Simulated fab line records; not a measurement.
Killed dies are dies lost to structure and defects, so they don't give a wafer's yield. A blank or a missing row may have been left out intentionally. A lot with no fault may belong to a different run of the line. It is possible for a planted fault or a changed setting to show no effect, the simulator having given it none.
fab line records -- flow nand-harc
[record] lots = 5, wafers = 15, last-day = 23
route steps=1159 shown P_CONTACT@249 P_M0@253 END@1159
lots that met no fault: taken from a fault-free run of the same line
start-h: hours from the record's opening day to when the first of the lot's shown wafers began -- wait-h: time in hours since the lot's previous step -- " same as the row above -- L1.1+2: several wafers, shown together as one row -- - no value present, or no start provided -- * or withheld: withheld -- < > ~ a bound
route shown NAME@n: a module of which the file shows steps, and the number in the route of the first -- usual: mean/standard deviation of fault-free wafers -- same: alike in all rows -- chamber/n: place in a boat -- sites: per-site readings -- _std_site: the values' standard deviation -- _edge_site: mean of outer sites minus mean of inner sites -- radius-mm: for every site, how far away it sits from the centre of the wafer -- mask NAME#n: copy n -- behind: tool/chamber where the wafer was last shaped -- hold: the reason the lot was held/the length of the hold in hours/how it ended -- device: which transistor (n, p or np) failed to switch -- end of line: at the end of the route, the tests of the same wafers -- a step given without rows: its recipe and nothing more -- killed: not the wafer's yield, but the dies lost to structure and defects at the first sort -- map: the dies of a wafer, with x for killed, . for not killed, _ for no die there
set.NAME: the setting the step ran with; set.NAME@STEP: the setting that earlier step ran with -- model.NAME: the simulator's own value behind a step, which no gauge read
lots seen at some steps along the route; tables by step, rows by wafer
services: a tool's chamber out of use, with start hour (start-h, from the record's first day; less than 0 if before it), hours out, and reason
[[steps]]
[step NHARC_P_CONTACT_CMP_24]
[recipe] t-overpolish-s = 30, target-thk-nm = 200
[usual] motor-current-A = 11.9/0.84, overpolish-run-s = 29.999/0.0091, retaining-ring-pressure-frac = 0.999/0.0051, slurry-filter-dp-kPa = 13.49/0.13, time-to-endpoint-s = 38.9/3
lot.wafer,tool,chamber,start-h,wait-h,motor-current-A,overpolish-run-s,retaining-ring-pressure-frac,slurry-filter-dp-kPa,time-to-endpoint-s
L741.1,cmp-04,1,116.16,0.6,11.6,29.999,0.996,13.32,38.6
L741.2,cmp-04,0,116.16,0.6,11.5,29.994,0.994,13.43,44.3
L741.6,cmp-04,1,116.16,0.6,12.0,30.000,0.993,13.44,42.1
L746.4,cmp-03,1,144.83,0.3,13.4,29.997,0.997,13.37,30.4
L746.3,cmp-03,2,144.83,0.3,10.1,30.000,0.992,13.39,34.9
L746.6,cmp-03,0,144.83,0.3,11.5,29.992,0.997,13.32,36.5
L755.1,cmp-04,3,190.26,0.6,11.4,30.013,1.002,13.49,39.2
L755.2,cmp-04,0,190.26,0.6,11.4,29.999,0.997,13.52,43.5
L755.6,cmp-04,2,190.26,0.6,12.3,29.990,1.007,13.47,41.3
L757.2,cmp-04,2,208.07,0.5,12.3,30.002,0.995,13.69,43.8
L757.4,cmp-04,0,208.07,0.5,12.0,29.996,1.001,13.48,41.3
L757.6,cmp-04,3,208.07,0.5,11.5,29.981,0.995,13.51,40.6
L758.4,cmp-04,0,214.45,0.3,11.4,30.015,0.995,13.54,39.8
L758.3,cmp-04,1,214.45,0.3,11.4,30.011,1.011,13.52,42.2
L758.6,cmp-04,0,214.45,0.3,11.4,30.006,1.001,13.45,43.0
[step NHARC_P_CONTACT_SRD_26]
[step NHARC_P_CONTACT_INSPECT_27]
[usual] raw-defect-count = 296/120
lot.wafer,tool,chamber,start-h,wait-h,raw-defect-count
L741.1,defect-inspect-01,-,116.56,0.1,260
L741.2,defect-inspect-01,-,116.56,0.1,297
L741.6,defect-inspect-01,-,116.56,0.1,357
L746.3,defect-inspect-01,-,145.19,0.1,247
L746.4,defect-inspect-01,-,145.19,0.1,308
L746.6,defect-inspect-01,-,145.19,0.1,343
L755.1,defect-inspect-02,-,190.61,0.1,415
L755.2,defect-inspect-02,-,190.61,0.1,716
L755.6,defect-inspect-02,-,190.61,0.1,368
L757.2,defect-inspect-01,-,208.46,0.1,294
L757.4,defect-inspect-01,-,208.46,0.1,377
L757.6,defect-inspect-01,-,208.46,0.1,320
L758.3,defect-inspect-02,-,214.86,0.1,175
L758.4,defect-inspect-02,-,214.86,0.1,273
L758.6,defect-inspect-02,-,214.86,0.1,263
[step NHARC_P_M0_DEP_00]
[recipe] target-thk-a = 1500, target-thk-nm = 150, temp-c = withheld, pressure-torr = 5, flow-sccm = 200, rf-w = 600, material = SiOC
[step NHARC_P_M0_DEHYDRATE_01]
[recipe] temp-c = 150, time-s = 120
[step NHARC_P_M0_HMDS_02]
[recipe] time-s = 30
[step NHARC_P_M0_COAT_33]
[recipe] temp-c = 200, time-s = 65
[step NHARC_P_M0_COAT_03]
[recipe] spin-rpm = 1500, resist-thk-nm = 90
[step NHARC_P_M0_SOFTBAKE_04]
[recipe] temp-c = 105, time-s = 55
[step NHARC_P_M0_EBR_05]
[step NHARC_P_M0_EXPOSE_06]
[recipe] na = 1.35, target-cd-nm = 90, dose-mj = 81.28, mask-id = P_M0
[step NHARC_P_M0_PEB_07]
[recipe] peb-temp-c = 100, peb-time-s = 65
[usual] exhaust-pa = 45.1/0.86, heater-power-total-W = 156.6/0.43, resist-line-temp-C = 23.02/0.11
lot.wafer,tool,chamber,start-h,wait-h,exhaust-pa,heater-power-total-W,resist-line-temp-C
L741.1,litho-track-01,0,117.38,0.1,43.8,156.1,23.02
L741.2,litho-track-01,0,117.38,0.1,44.5,157.1,23.03
L741.6,litho-track-01,0,117.38,0.1,45.8,156.9,23.08
L746.3,litho-track-06,0,146.01,0.0,46.1,156.1,23.12
L746.4,litho-track-06,0,146.01,0.0,44.0,156.1,22.97
L746.6,litho-track-06,0,146.01,0.0,46.2,155.9,23.16
L755.1,litho-track-01,0,191.43,0.1,46.5,163.4,23.04
L755.2,litho-track-01,0,191.43,0.1,45.9,157.2,23.01
L755.6,litho-track-01,0,191.43,0.1,45.5,157.0,22.97
L757.2,litho-track-06,0,209.29,0.1,44.7,157.1,22.92
L757.4,litho-track-06,0,209.29,0.1,44.8,157.1,23.03
L757.6,litho-track-06,0,209.29,0.1,44.4,156.2,22.85
L758.3,litho-track-06,0,215.64,0.0,44.9,156.6,23.02
L758.4,litho-track-06,0,215.64,0.0,44.5,156.0,22.98
L758.6,litho-track-06,0,215.64,0.0,45.7,157.1,23.04
[step NHARC_P_M0_DEVELOP_08]
[recipe] develop-time-s = 35, dev-temp-c = 23
[step NHARC_P_M0_CD_MEAS_09]
[recipe] target-cd-nm = 90, landing-energy-ev = 500
[usual] cd-nm = 89.8/0.68
lot.wafer,tool,chamber,start-h,wait-h,cd-nm
L741.1,cd-sem-01,0,117.46,-,90.4
L741.2,cd-sem-01,0,117.46,-,89.2
L741.6,cd-sem-01,0,117.46,-,88.9
L746.3,cd-sem-01,0,146.09,-,89.8
L746.4,cd-sem-01,0,146.09,-,89.5
L746.6,cd-sem-01,0,146.09,-,89.4
L755.1,cd-sem-01,0,191.51,-,85.7
L755.2,cd-sem-01,0,191.51,-,88.6
L755.6,cd-sem-01,0,191.51,-,89.8
L757.2,cd-sem-03,0,209.37,-,90.2
L757.4,cd-sem-03,0,209.37,-,90.8
L757.6,cd-sem-03,0,209.37,-,90.9
L758.3,cd-sem-03,0,215.72,-,90.3
L758.4,cd-sem-03,0,215.72,-,88.4
L758.6,cd-sem-03,0,215.72,-,89.0
[step NHARC_P_M0_OVL_MEAS_10]
[recipe] pitch-nm = 180
[usual] overlay-x-nm = -0.1/0.78, overlay-y-nm = -0.1/0.86
lot.wafer,tool,chamber,start-h,wait-h,overlay-x-nm,overlay-y-nm
L741.1,overlay-01,-,117.55,-,-1.5,-1.6
L741.2,overlay-01,-,117.55,-,-1.7,-1.2
L741.6,overlay-01,-,117.55,-,-1.2,-1.6
L746.3,overlay-01,-,146.17,-,1.3,0.6
L746.4,overlay-01,-,146.17,-,1.7,0.8
L746.6,overlay-01,-,146.17,-,1.1,0.6
L755.1,overlay-01,-,191.60,-,0.1,-0.4
L755.2,overlay-01,-,191.60,-,-0.1,0.1
L755.6,overlay-01,-,191.60,-,0.1,-0.5
L757.2,overlay-02,-,209.46,-,-1.4,-0.1
L757.4,overlay-02,-,209.46,-,-1.3,-0.1
L757.6,overlay-02,-,209.46,-,-0.3,-0.5
L758.3,overlay-01,-,215.80,-,0.3,0.6
L758.4,overlay-01,-,215.80,-,0.6,0.3
L758.6,overlay-01,-,215.80,-,0.9,0.0
[step NHARC_P_M0_INSPECT_11]
[usual] raw-defect-count = 4.0/2.5
lot.wafer,tool,chamber,start-h,wait-h,raw-defect-count
L741.1,defect-inspect-01,-,117.59,0.0,2
L741.2,defect-inspect-01,-,117.59,0.0,5
L741.6,defect-inspect-01,-,117.59,0.0,4
L746.3,defect-inspect-01,-,146.21,0.0,5
L746.4,defect-inspect-01,-,146.21,0.0,5
L746.6,defect-inspect-01,-,146.21,0.0,2
L755.1,defect-inspect-02,-,191.64,0.0,2
L755.2,defect-inspect-02,-,191.64,0.0,2
L755.6,defect-inspect-02,-,191.64,0.0,4
L757.2,defect-inspect-02,-,209.49,0.0,1
L757.4,defect-inspect-02,-,209.49,0.0,6
L757.6,defect-inspect-02,-,209.49,0.0,3
L758.3,defect-inspect-02,-,215.84,0.0,2
L758.4,defect-inspect-02,-,215.84,0.0,7
L758.6,defect-inspect-02,-,215.84,0.0,6
[step NHARC_P_M0_DESCUM_14]
[recipe] time-s = 3, o2-flow-sccm = 200, ar-flow-sccm = 0, bias-power-w = 0, chemistry = O2
[usual] drypump-motor-current-A = 5.7/0.37, oes-product-au = 0.999/0.0099, rf-vpp-V = 57.8/1, showerhead-plenum-p-Torr = 1.90/0.089, throttle-valve-pct = 11.311/0.0083
lot.wafer,tool,chamber,start-h,wait-h,drypump-motor-current-A,oes-product-au,rf-hours-counter-h,rf-vpp-V,showerhead-plenum-p-Torr,throttle-valve-pct,model.P_M0.cd-nm
L741.1,rie-diel-09,2,117.65,0.1,5.2,0.997,3,57.1,2.01,11.312,90.8
L741.2,rie-diel-09,1,117.65,0.1,6.4,0.990,4,56.7,2.02,11.312,88.86
L741.6,rie-diel-09,2,117.65,0.1,5.2,0.995,-,58.1,2.01,11.319,89.27
L746.4,rie-diel-09,3,146.29,0.1,5.6,1.004,5,58.8,1.85,11.311,88.82
L746.3,rie-diel-09,0,146.29,0.1,6.3,0.990,6,57.8,1.83,11.313,90.04
L746.6,rie-diel-09,1,146.29,0.1,6.4,0.972,-,58.5,2.02,11.315,90.06
L755.2,rie-diel-09,3,191.70,0.1,5.6,0.998,9,58.4,1.84,11.312,88.51
L755.1,rie-diel-09,2,191.70,0.1,5.2,0.999,7,60.5,2.01,11.298,85.91
L755.6,rie-diel-09,3,191.70,0.1,5.6,0.995,-,58.2,1.84,11.304,89.4
L757.4,rie-diel-07,0,209.55,0.1,5.7,1.020,9,56.9,1.82,11.306,90.47
L757.2,rie-diel-07,2,209.55,0.1,5.6,1.005,10,57.0,1.88,11.309,90.03
L757.6,rie-diel-07,0,209.55,0.1,5.7,1.011,-,56.8,1.82,11.310,90.99
L758.4,rie-diel-07,0,215.91,0.1,5.6,1.004,9,56.5,1.82,11.322,88.48
L758.3,rie-diel-07,1,215.91,0.1,5.6,0.987,9,59.8,2.01,11.315,90.94
L758.6,rie-diel-07,3,215.91,0.1,5.9,1.013,-,56.4,1.81,11.317,89.13
[step NHARC_P_M0_ETCH_34]
[recipe] target-depth-a = 400, overetch-a = 120, time-s = 43.94, ion-energy-ev = 200, n2-flow-sccm = 150, h2-flow-sccm = 150, ar-flow-sccm = 0, rf-w = 400, bias-w = 150, chemistry = N2/H2
[usual] drypump-motor-current-A = 5.7/0.37, oes-product-au = 0.998/0.0099, rf-vpp-V = 429.8/2.8, showerhead-plenum-p-Torr = 2.02/0.096, throttle-valve-pct = 14.172/0.0087
lot.wafer,tool,chamber,start-h,wait-h,drypump-motor-current-A,oes-product-au,rf-hours-counter-h,rf-vpp-V,showerhead-plenum-p-Torr,throttle-valve-pct
L741.1,rie-diel-09,0,117.73,0.1,6.3,0.998,4,426.3,1.95,14.182
L741.2,rie-diel-09,3,117.73,0.1,5.6,0.995,3,428.0,1.97,14.173
L741.6,rie-diel-09,0,117.73,0.1,6.3,0.985,-,427.4,1.95,14.164
L746.4,rie-diel-09,1,146.36,0.1,6.4,0.983,5,434.9,2.16,14.182
L746.3,rie-diel-09,2,146.36,0.1,5.2,1.004,5,433.1,2.15,14.178
L746.6,rie-diel-09,0,146.36,0.1,6.3,0.997,-,427.7,1.95,14.170
L755.1,rie-diel-09,1,191.78,0.1,6.4,0.984,8,433.1,2.16,14.176
L755.2,rie-diel-09,2,191.78,0.1,5.2,0.999,7,433.7,2.15,14.167
L755.6,rie-diel-09,2,191.78,0.1,5.2,0.997,-,433.9,2.15,14.158
L757.4,rie-diel-07,3,209.64,0.1,5.9,1.002,9,426.8,1.92,14.169
L757.2,rie-diel-07,2,209.64,0.1,5.6,1.004,10,428.9,2.00,14.164
L757.6,rie-diel-07,0,209.64,0.1,5.6,1.006,-,427.1,1.94,14.181
L758.3,rie-diel-07,0,215.99,0.1,5.6,0.999,9,428.0,1.94,14.154
L758.4,rie-diel-07,1,215.99,0.1,5.7,0.995,9,434.9,2.15,14.156
L758.6,rie-diel-07,0,215.99,0.1,5.6,0.999,-,427.4,1.94,14.174
[step NHARC_P_M0_ETCH_15]
[recipe] target-depth-a = 1500, overetch-a = 150, time-s = 82.5, c4f8-flow-sccm = withheld, ar-flow-sccm = 400, rf-w = 600, bias-w = 300, chemistry = C4F8/Ar
[usual] oes-product-au = 0.953/0.022, rf-vpp-V = 440.3/2.8
lot.wafer,tool,chamber,start-h,wait-h,oes-product-au,rf-hours-counter-h,rf-vpp-V,model.P_M0.cd-nm
L741.1,rie-diel-09,0,-,-,0.966,4,438.1,91.05
L741.2,rie-diel-09,3,-,-,0.944,3,437.8,89.04
L741.6,rie-diel-09,0,-,-,0.956,-,439.1,89.51
L746.3,rie-diel-09,3,-,-,0.978,5,441.1,90.48
L746.4,rie-diel-09,0,-,-,0.967,6,440.7,88.9
L746.6,rie-diel-09,3,-,-,0.985,-,438.4,90.32
L755.2,rie-diel-09,0,-,-,0.933,9,437.6,88.81
L755.1,rie-diel-09,1,-,-,0.903,8,444.1,86.33
L755.6,rie-diel-09,0,-,-,0.918,-,438.8,89.6
L757.2,rie-diel-07,0,-,-,0.947,9,438.3,90.34
L757.4,rie-diel-07,2,-,-,0.946,10,441.5,90.03
L757.6,rie-diel-07,0,-,-,0.948,-,437.5,90.65
L758.3,rie-diel-07,0,-,-,0.973,9,438.6,90.46
L758.4,rie-diel-07,1,-,-,0.979,9,444.3,89.1
L758.6,rie-diel-07,3,-,-,0.972,-,438.3,88.87
[step NHARC_P_M0_CD_MEAS_16]
[usual] cd-nm = 89.9/0.84
lot.wafer,tool,chamber,start-h,wait-h,cd-nm
L741.1,cd-sem-03,-,117.96,-,91.1
L741.2,cd-sem-03,-,117.96,-,89.1
L741.6,cd-sem-03,-,117.96,-,89.6
L746.3,cd-sem-02,-,146.58,-,90.5
L746.4,cd-sem-02,-,146.58,-,88.9
L746.6,cd-sem-02,-,146.58,-,90.4
L755.1,cd-sem-01,-,192.00,-,86.3
L755.2,cd-sem-01,-,192.00,-,88.7
L755.6,cd-sem-01,-,192.00,-,89.4
L757.2,cd-sem-01,-,209.85,-,90.2
L757.4,cd-sem-01,-,209.85,-,89.7
L757.6,cd-sem-01,-,209.85,-,90.7
L758.3,cd-sem-01,-,216.20,-,90.8
L758.4,cd-sem-01,-,216.20,-,88.8
L758.6,cd-sem-01,-,216.20,-,88.8
[step NHARC_END_SORT_01]
[recipe] temp-c = 25
[usual] defect-limited-yield = 95.4/1.5, killed-at-array = 27/9.9, killed-at-other = 0.6/0.84, killed-at-periphery = 3.7/2.5, killed-dies = 31/9.9, killed-open = 3.0/1.6, killed-short = 1.9/1.2, sort_bin_2_pct = 1.5/0.6, sort_bin_3_pct = 0.26/0.21, sort_bin_4_pct = 2.9/0.98, sort-n-pass = 646/9.9, sort-rim-yield-pct = 96.3/2.4, sort-yield-pct = 95.4/1.5
[same] gross-dies = 677, sort_bin_5_pct[%] = 0, sort_bin_6_pct[%] = 0, sort_bin_7_pct[%] = 0, sort_bin_8_pct[%] = 0, sort-rim-n-gross = 106.00
lot.wafer,tool,chamber,start-h,wait-h,defect-limited-yield[%],killed-at-array,killed-at-other,killed-at-periphery,killed-dies,killed-open,killed-short,sort_bin_2_pct[%],sort_bin_3_pct[%],sort_bin_4_pct[%],sort-n-pass,sort-rim-yield-pct[%],sort-yield-pct[%]
L741.1,prober-01,0,441.91,2.5,96.0,24,0,3,27,2,1,1.3,0.44,2.2,650,99.1,96.0
L741.2,prober-01,0,442.71,2.8,96.3,22,0,3,25,3,2,1.2,0,2.5,652,95.3,96.3
L741.6,prober-01,0,445.89,4.0,95.1,31,0,2,33,4,1,1.6,0.30,3.0,644,100.0,95.1
L746.3,prober-02,0,461.52,3.1,95.7,27,0,2,29,3,1,1.5,0,2.8,648,94.3,95.7
L746.4,prober-02,0,462.31,3.4,95.3,29,0,3,32,2,3,1.5,0.44,2.8,645,95.3,95.3
L746.6,prober-02,0,463.89,4.0,95.1,30,1,2,33,4,2,2.1,0.30,2.5,644,92.5,95.1
L755.1,prober-01,0,525.07,2.5,93.9,40,0,1,41,2,0,1.2,0.59,4.3,636,98.1,93.9
L755.2,prober-01,0,525.86,2.8,96.0,25,1,1,27,1,0,1.0,0,3.0,650,93.4,96.0
L755.6,prober-01,0,529.02,4.0,94.2,36,0,3,39,1,2,1.3,0.30,4.1,638,92.5,94.2
L757.2,prober-01,0,533.61,2.8,94.4,34,3,1,38,1,0,1.8,0.15,3.7,639,99.1,94.4
L757.4,prober-01,0,535.22,3.4,94.8,30,3,2,35,4,1,2.4,0,2.8,642,90.6,94.8
L757.6,prober-01,0,536.83,4.0,94.1,34,3,3,40,4,0,1.6,0.44,3.8,637,96.2,94.1
L758.3,prober-02,0,542.98,3.1,94.7,33,1,2,36,3,3,1.9,0.30,3.1,641,98.1,94.7
L758.4,prober-02,0,543.77,3.4,97.2,14,0,5,19,1,1,0.6,0,2.2,658,93.4,97.2
L758.6,prober-02,0,545.35,3.9,94.5,32,3,2,37,4,1,1.9,0.15,3.4,640,97.2,94.5
// killed by level:class
L741.1 A_CHANNEL_HOLE_D1:chamber-film-flake=10 A_SLIT:chamber-film-flake=9 A_CHANNEL_FILL_D1:chamber-film-flake=2 P_STI:geometric-particle:open=1 A_WL_FILL:geometric-particle:short=1 A_CONTACT:geometric-particle:open=1 P_STI:chamber-film-flake=1 P_BONDPAD:chamber-film-flake=1
L741.2 A_SLIT:chamber-film-flake=13 A_CHANNEL_HOLE_D1:chamber-film-flake=5 A_CONTACT:geometric-particle:open=2 P_CONTACT:geometric-particle:short=1 P_M0:geometric-particle:short=1 A_CHANNEL_HOLE_D1:geometric-particle:open=1 P_STI:chamber-film-flake=1 A_STAIRCASE:chamber-film-flake=1
L741.6 A_CHANNEL_HOLE_D1:chamber-film-flake=12 A_SLIT:chamber-film-flake=10 A_CONTACT:chamber-film-flake=3 P_M0:geometric-particle:open=1 A_CHANNEL_HOLE_D1:geometric-particle:open=1 A_WL_FILL:geometric-particle:short=1 A_CONTACT:geometric-particle:open=1 A_BLC:geometric-particle:open=1
L746.3 A_SLIT:chamber-film-flake=12 A_CHANNEL_HOLE_D1:chamber-film-flake=8 A_STAIRCASE:chamber-film-flake=2 P_STI:geometric-particle:open=1 A_CHANNEL_FILL_D1:geometric-particle:short=1 A_CONTACT:geometric-particle:open=1 A_M0:geometric-particle:open=1 P_ZERO_WELL:chamber-film-flake=1
L746.4 A_SLIT:chamber-film-flake=11 A_CHANNEL_HOLE_D1:chamber-film-flake=10 A_ZERO_WELL:chamber-film-flake=4 P_M0:geometric-particle:open=1 P_M2:geometric-particle:short=1 A_SGD_CUT:geometric-particle:short=1 A_WL_FILL:geometric-particle:short=1 A_CONTACT:geometric-particle:open=1
L746.6 A_CHANNEL_HOLE_D1:chamber-film-flake=10 A_SLIT:chamber-film-flake=9 A_CONTACT:chamber-film-flake=3 A_WL_FILL:chamber-film-flake=2 P_STI:geometric-particle:short=1 A_ONON_D1:geometric-particle:open=1 A_CHANNEL_FILL_D1:geometric-particle:open=1 A_WL_FILL:geometric-particle:open=1
L755.1 A_SLIT:chamber-film-flake=18 A_CHANNEL_HOLE_D1:chamber-film-flake=16 A_STAIRCASE:chamber-film-flake=2 A_CHANNEL_FILL_D1:geometric-particle:open=1 A_CONTACT:geometric-particle:open=1 P_BONDPAD:chamber-film-flake=1 A_ZERO_WELL:chamber-film-flake=1 A_BLC:chamber-film-flake=1
L755.2 A_SLIT:chamber-film-flake=12 A_CHANNEL_HOLE_D1:chamber-film-flake=9 A_BLC:chamber-film-flake=2 A_M0:geometric-particle:open=1 P_CONTACT:chamber-film-flake=1 A_CONTACT:chamber-film-flake=1 THIN_TSV:chamber-film-flake=1
L755.6 A_SLIT:chamber-film-flake=11 A_CHANNEL_HOLE_D1:chamber-film-flake=9 A_BLC:chamber-film-flake=7 A_STAIRCASE:chamber-film-flake=4 P_STI:chamber-film-flake=2 A_CHANNEL_HOLE_D1:geometric-particle:short=1 A_CONTACT:geometric-particle:short=1 A_M0:geometric-particle:open=1
L757.2 A_SLIT:chamber-film-flake=15 A_CHANNEL_HOLE_D1:chamber-film-flake=14 A_STAIRCASE:chamber-film-flake=3 THIN_TSV:chamber-film-flake=3 A_M0:geometric-particle:open=1 P_ZERO_WELL:chamber-film-flake=1 A_CONTACT:chamber-film-flake=1
L757.4 A_SLIT:chamber-film-flake=17 A_CHANNEL_HOLE_D1:chamber-film-flake=6 THIN_TSV:chamber-film-flake=3 P_CONTACT:geometric-particle:open=1 A_CHANNEL_HOLE_D1:geometric-particle:open=1 A_WL_FILL:geometric-particle:open=1 A_CONTACT:geometric-particle:open=1 A_M0:geometric-particle:short=1
L757.6 A_CHANNEL_HOLE_D1:chamber-film-flake=20 A_SLIT:chamber-film-flake=9 THIN_TSV:chamber-film-flake=3 A_CONTACT:chamber-film-flake=2 P_CONTACT:geometric-particle:open=1 P_M0:geometric-particle:open=1 A_SLIT:geometric-particle:open=1 A_CONTACT:geometric-particle:open=1
L758.3 A_CHANNEL_HOLE_D1:chamber-film-flake=20 A_CONTACT:chamber-film-flake=5 A_ONON_D1:geometric-particle:open=2 P_M1:geometric-particle:open=1 A_CHANNEL_FILL_D1:geometric-particle:short=1 A_SGD_CUT:geometric-particle:short=1 A_BLC:geometric-particle:short=1 P_ZERO_WELL:chamber-film-flake=1
L758.4 A_CHANNEL_HOLE_D1:chamber-film-flake=8 P_STI:chamber-film-flake=4 A_STAIRCASE:chamber-film-flake=2 A_CHANNEL_HOLE_D1:geometric-particle:short=1 A_SGD_CUT:geometric-particle:open=1 P_ZERO_WELL:chamber-film-flake=1 A_ZERO_WELL:chamber-film-flake=1 A_CONTACT:chamber-film-flake=1
L758.6 A_CHANNEL_HOLE_D1:chamber-film-flake=17 A_STAIRCASE:chamber-film-flake=5 A_CONTACT:chamber-film-flake=3 THIN_TSV:chamber-film-flake=3 A_ONON_D1:geometric-particle:open=2 A_SGD_CUT:geometric-particle:short=1 A_SGD_CUT:geometric-particle:open=1 A_M1:geometric-particle:open=1
[[services]]
tool,chamber,start-h,hours,kind
litho-track-01,-,93.00,7.0,pm
cmp-04,-,105.00,4.0,pm
rie-diel-09,0,110.60,-,clean
rie-diel-09,1,110.60,-,clean
rie-diel-09,2,110.60,-,clean
rie-diel-09,3,110.60,-,clean
rie-diel-07,0,114.08,3.7,repair
litho-track-06,-,117.00,7.0,pm
rie-diel-09,0,135.19,-,clean
rie-diel-09,1,135.19,-,clean
rie-diel-09,2,135.19,-,clean
rie-diel-09,3,135.19,-,clean
cmp-03,-,156.09,4.0,pm
rie-diel-07,1,157.23,8.4,repair
rie-diel-09,0,159.69,-,clean
rie-diel-09,1,159.69,-,clean
rie-diel-09,2,159.69,-,clean
rie-diel-09,3,159.69,-,clean
rie-diel-09,0,184.19,-,clean
rie-diel-09,2,185.09,3.5,repair
cmp-03,-,192.99,1.1,repair
cmp-04,-,203.00,4.0,pm
rie-diel-09,1,206.67,8.8,repair
cmp-03,-,212.43,3.1,repair
[[key]]
[first-sign] step = NHARC_P_M0_PEB_07, reading = heater-power-total-W, direction = up, sigmas = 16, usual = *, struck = *
[effect] step = NHARC_P_M0_CD_MEAS_09, reading = cd-nm, direction = down, sigmas = 6.1, usual = 89.8, struck = 85.7
[effect] step = NHARC_P_M0_CD_MEAS_16, reading = cd-nm, direction = down, sigmas = 4.2, usual = 89.9, struck = 86.3
[model-effect] step = NHARC_P_M0_DESCUM_14, value = P_M0.cd-nm, without = 88.63, struck = 85.91
[model-effect] step = NHARC_P_M0_ETCH_15, value = P_M0.cd-nm, without = 89.05, struck = 86.33
met-at NHARC_P_M0_PEB_07
struck-wafers L755.1
onset-between 117.38 191.43
[fault] kind = process-parameter-drift, tool = litho-track-01, chamber = -, onset-h = 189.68, steps = NHARC_P_M0_PEB_07, channel = peb-time-s, offset = *, shape = step, end-h = 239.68, scope = struck-wafers-only, acts-in = *, stated = *
